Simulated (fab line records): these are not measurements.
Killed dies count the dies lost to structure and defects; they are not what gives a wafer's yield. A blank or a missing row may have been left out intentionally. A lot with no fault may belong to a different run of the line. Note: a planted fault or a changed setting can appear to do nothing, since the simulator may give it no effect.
Comparing a struck lot with a sound one -- flow n5-finfet -- 15 steps out of a route of 1938
Sound: the wafers L894.1, L894.4, L894.5. Struck: wafer L902.5 (left out: L902.3, a lot-mate that was not struck); the cause follows at the end.
Per side, at each step with rows, come the tool, then ch with its chambers, and then its first start. Under that, the readings that differ: sound wafers -- struck wafers -- difference of the means -- sigmas: that difference in standard deviations of wafers without a fault.
alike: same words and numbers on both sides, and readings whose means sit less than 2 such deviations apart. not compared: any withheld reading, any reading some wafer has no value for, any bound like >300 that may hide the same value, and any number with overlapping values for which the record gives no deviation.
A row with sigmas, a row that says differs or no value, or rows on one side alone: a step with any of these is where the two part. Non-overlapping numbers with no deviation appear without sigmas and do not part them. A reading missing from all wafers of one side parts the sides only when that side holds two or more wafers.

first, 2 steps without rows for these wafers: N5_STI_FIN_REVEAL_STRIP_35 (strips Si3N4 in H3PO4, target depth 4 nm, time 39 s); N5_STI_FIN_REVEAL_SRD_21 (time 30 s).
N5_STI_FIN_REVEAL_OXIDATION_33: chemistry O2 PLASMA REMOTE, time 20 s.
  sound on plasma-asher-01 ch 0,1, day 3 12:53; struck on plasma-asher-01 ch 0, day 5 15:10
reading,sound,struck,difference,sigmas
temp-c (C),149.76 150.07 150.22,150.32,+0.30,+2
  alike: drypump-motor-current-A, heater-power-w
  not compared: rf-hours-counter-h
then, 2 steps without rows for these wafers: N5_STI_FIN_REVEAL_CLEAN_19 (cleans in O3/DIW, time 120 s); N5_STI_FIN_REVEAL_SRD_23 (time 30 s).
N5_STI_FIN_REVEAL_CD_MEAS_22: target cd 6.238 nm, pitch 28 nm.
  sound on cd-sem-02, day 3 13:03; struck on cd-sem-02, day 5 15:19
  alike: cd-nm
N5_STI_FIN_REVEAL_FIN_H_MEAS_10:
  sound on ocd-02, day 3 13:05; struck on ocd-02, day 5 15:21
  alike: trench-depth-nm
then, 2 steps without rows for these wafers: N5_STI_FIN_REVEAL_PRECLEAN_18 (cleans in SC2, time 45 s); N5_STI_FIN_REVEAL_SRD_28 (time 30 s).
N5_STI_FIN_REVEAL_INSPECT_13: inspects for defects (darkfield).
  sound on defect-inspect-01, day 3 13:10; struck on defect-inspect-02, day 5 15:26
  alike: raw-defect-count
then, 2 steps without rows for these wafers: N5_DUMMY_GATE_PRECLEAN_00 (cleans in O3/DIW, time 60 s); N5_DUMMY_GATE_SRD_01 (time 30 s).
N5_DUMMY_GATE_ALD_02: deposits SiO2, target thk 2 nm, pulse time 1 s.
  sound on ald-sin-01 ch 1,2,3, day 3 13:16; struck on ald-sin-04 ch 0, day 5 15:32
reading,sound,struck,difference,sigmas
model.SiO2_of_DUMMY_GATE_ALD_02.thk-nm (nm),2 2 2,2.6,+0.6,
  alike: chamber-pressure-Torr, heater-power-w, precursor-pulse-height-rel
then, 1 step without rows for these wafers: N5_DUMMY_GATE_CVD_03 (deposits a-Si from SiH4, target thk 150 nm, time 8042 s).
N5_PASSIVATION_PROBE_49:
  the record holds rows for the sound wafers here (prober-02, day 14 02:38) but none for the struck ones

== WHERE THEY PART ==
At N5_STI_FIN_REVEAL_OXIDATION_33 first; at N5_PASSIVATION_PROBE_49 last (within this record only).

WHY: whatever the simulator had introduced
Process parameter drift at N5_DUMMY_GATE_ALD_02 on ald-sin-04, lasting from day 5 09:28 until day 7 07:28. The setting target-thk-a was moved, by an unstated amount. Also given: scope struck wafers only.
